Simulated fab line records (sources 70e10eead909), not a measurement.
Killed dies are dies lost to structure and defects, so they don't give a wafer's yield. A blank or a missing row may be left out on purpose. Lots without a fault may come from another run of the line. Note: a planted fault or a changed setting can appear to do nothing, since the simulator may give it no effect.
Which tool did it? -- flow nandHarc -- 12 lots, 36 wafers sampled, at 5 steps of a route of 1302

## WHAT THE GAUGES READ, wafer by wafer
NHARC_P_ZERO_WELL_CD_MEAS_52: the cd target is 2000 nm.
lot,measured,on,cdNm (nm)
L449,day 2 01:58,cdSem-02,2000.8 1998.6 2001.1
L451,day 2 21:49,cdSem-01,2001.3 1998.2 2002.6
L453,day 3 17:40,cdSem-01,1998.2 2000.1 2001.0
L455,day 4 16:35,cdSem-01,1999.6 1998.5 1999.3
L457,day 5 09:38,cdSem-01,1998.2 2002.2 1999.0
L460,day 6 15:55,cdSem-03,2001.9 2003.7 2001.3
L461,day 7 01:46,cdSem-01,2001.3 1997.1 1997.9
L464,day 8 07:52,cdSem-03,2000.5 1997.6 2000.1
L469,day 10 09:51,cdSem-01,1998.1 2000.8 2045.8
L470,day 10 20:21,cdSem-01,2000.7 1997.6 2044.2
L471,day 11 05:47,cdSem-02,1999.9 2001.1 1998.2
L472,day 11 15:49,cdSem-02,2000.9 2000.3 1998.6

NHARC_P_STI_INSPECT_25.
lot,measured,on,rawDefectCount
L449,day 4 07:27,defectInspect-01,178 127 302
L451,day 4 17:53,defectInspect-02,133 205 160
L453,day 5 16:11,defectInspect-01,99 143 89
L455,day 6 19:56,defectInspect-01,91 193 192
L457,day 7 14:32,defectInspect-01,135 249 260
L460,day 8 13:24,defectInspect-02,523 255 198
L461,day 9 00:25,defectInspect-01,283 300 287
L464,day 10 10:35,defectInspect-01,202 227 230
L469,day 12 13:16,defectInspect-01,204 284 163
L470,day 12 18:34,defectInspect-02,246 118 166
L471,day 13 05:03,defectInspect-01,104 135 145
L472,day 13 13:53,defectInspect-02,149 154 214

## TOOL THAT RAN EACH LOT (tool first, then ch and the chambers of the sampled wafers, then the start)
lot,NHARC_P_ZERO_WELL_DESCUM_13,NHARC_P_ZERO_WELL_ETCH_65,NHARC_P_ZERO_WELL_EXPOSE_49
L449,"rieDiel-02 ch 0,1,3, day 1 21:18","rieDiel-02 ch 1,3, day 1 21:22","krfScanner-03 ch 0, day 2 01:49"
L451,"rieDiel-11 ch 0,1,3, day 2 17:24","rieDiel-11 ch 0,1,3, day 2 17:30","krfScanner-03 ch 0, day 2 21:40"
L453,"rieDiel-11 ch 2,3, day 3 13:26","rieDiel-11 ch 0,1,2, day 3 13:31","krfScanner-04 ch 0, day 3 17:31"
L455,"rieDiel-10 ch 0,2,3, day 4 09:16","rieDiel-10 ch 0,2,3, day 4 09:23","krfScanner-02 ch 0, day 4 16:26"
L457,"rieDiel-02 ch 1,2, day 5 05:24","rieDiel-02 ch 0,2,3, day 5 05:29","krfScanner-04 ch 0, day 5 09:29"
L460,"rieDiel-10 ch 0,1, day 6 11:25","rieDiel-10 ch 0,3, day 6 11:31","krfScanner-04 ch 0, day 6 15:46"
L461,"rieDiel-10 ch 1,2,3, day 6 21:26","rieDiel-10 ch 0,2,3, day 6 21:31","krfScanner-02 ch 0, day 7 01:37"
L464,"rieDiel-11 ch 1,2,3, day 8 03:25","rieDiel-11 ch 2,3, day 8 03:29","krfScanner-03 ch 0, day 8 07:43"
L469,"rieDiel-10 ch 1,2, day 10 05:24","rieDiel-10 ch 1,2,3, day 10 05:31","krfScanner-02 ch 0, day 10 09:42"
L470,"rieDiel-11 ch 0,2, day 10 16:00","rieDiel-11 ch 1,2,3, day 10 16:06","krfScanner-02 ch 0, day 10 20:11"
L471,"rieDiel-11 ch 0,3, day 11 01:17","rieDiel-11 ch 0,1,2, day 11 01:23","krfScanner-03 ch 0, day 11 05:38"
L472,"rieDiel-11 ch 1,2,3, day 11 11:20","rieDiel-11 ch 1,2,3, day 11 11:26","krfScanner-04 ch 0, day 11 15:40"
- NHARC_P_ZERO_WELL_DESCUM_13: chemistry O2, time 3 s.
- NHARC_P_ZERO_WELL_ETCH_65: etches the open film in N2/H2, target depth 80 nm, overetch 24 nm, time 87.88 s.
- NHARC_P_ZERO_WELL_EXPOSE_49: exposes mask P HVPW, target cd 2000 nm.

## WHAT THE TOOLS THEMSELVES READ (means of the sampled wafers that have a number; where no wafer has one, the mark that the record gives instead)
NHARC_P_ZERO_WELL_DESCUM_13.
lot,tool,drypumpMotorCurrentA (A),oesProductAu (a.u.),rfVppV (V),showerheadPlenumPTorr (Torr),throttleValvePct (%)
L449,rieDiel-02,5.5,1.005,56.9,1.85,11.308
L451,rieDiel-11,5.7,1.000,58.2,1.97,11.314
L453,rieDiel-11,6.2,0.990,57.6,1.83,11.315
L455,rieDiel-10,5.7,1.004,57.3,1.95,11.298
L457,rieDiel-02,5.9,0.995,57.4,2.03,11.303
L460,rieDiel-10,6.2,1.003,57.6,1.91,11.312
L461,rieDiel-10,6.1,0.999,57.0,1.89,11.320
L464,rieDiel-11,5.9,0.993,58.7,1.87,11.316
L469,rieDiel-10,6.0,0.998,57.6,1.83,11.321
L470,rieDiel-11,5.6,1.000,57.6,1.96,11.310
L471,rieDiel-11,6.0,0.992,57.9,1.90,11.320
L472,rieDiel-11,5.9,0.993,56.8,1.86,11.312

NHARC_P_ZERO_WELL_ETCH_65.
lot,tool,drypumpMotorCurrentA (A),oesProductAu (a.u.),rfVppV (V),showerheadPlenumPTorr (Torr),throttleValvePct (%)
L449,rieDiel-02,5.3,1.004,429,2.00,14.181
L451,rieDiel-11,5.7,0.993,432,2.10,14.161
L453,rieDiel-11,5.6,0.989,431,2.08,14.169
L455,rieDiel-10,5.8,1.012,431,2.08,14.175
L457,rieDiel-02,5.8,0.996,430,2.05,14.177
L460,rieDiel-10,6.3,1.009,433,2.15,14.171
L461,rieDiel-10,5.8,1.009,431,2.07,14.169
L464,rieDiel-11,6.2,1.000,428,1.94,14.176
L469,rieDiel-10,6.1,1.004,430,2.01,14.167
L470,rieDiel-11,5.9,1.002,428,1.99,14.176
L471,rieDiel-11,5.6,0.998,431,2.06,14.177
L472,rieDiel-11,5.9,0.995,429,1.98,14.163

## THE ANSWER, worked out from the rows above alone
Rule: the usual values come from the lots themselves. Put in order of their means at a reading, lots are off if they are a third of the lots or fewer, leave a main group of 4 or more, and stand apart from it by a gap of 3 or more times the standard deviation of the main group's means; of several such gaps the widest counts. A main group whose means are all the same, to the digits that the tables above print for the reading, isn't used. A lot without any number at a reading at which 4 lots or more have one is off too. Any other lot the step has rows for is counted as sound. After the gauges, taken in route order, come the tools' own readings; for these a lot's mean is taken, as printed above. The first step at which some lot is off is used, and at that step the reading that is off furthest; a lot without a number counts as furthest.
Off: L469, L470, at NHARC_P_ZERO_WELL_CD_MEAS_52 (cdNm). For the main group the mean is 2000.0 nm and the standard deviation 0.93.
If a tool, at a process step before that reading, ran all the lots that are off and no sound lot after the first of them, it fits. Those tools and the gauges at NHARC_P_ZERO_WELL_CD_MEAS_52 are tried in the same way. This does not decide it: 2 tools fit, namely krfScanner-02 at NHARC_P_ZERO_WELL_EXPOSE_49 and cdSem-01 at NHARC_P_ZERO_WELL_CD_MEAS_52.

## WHAT THE SIMULATOR HAD INSERTED
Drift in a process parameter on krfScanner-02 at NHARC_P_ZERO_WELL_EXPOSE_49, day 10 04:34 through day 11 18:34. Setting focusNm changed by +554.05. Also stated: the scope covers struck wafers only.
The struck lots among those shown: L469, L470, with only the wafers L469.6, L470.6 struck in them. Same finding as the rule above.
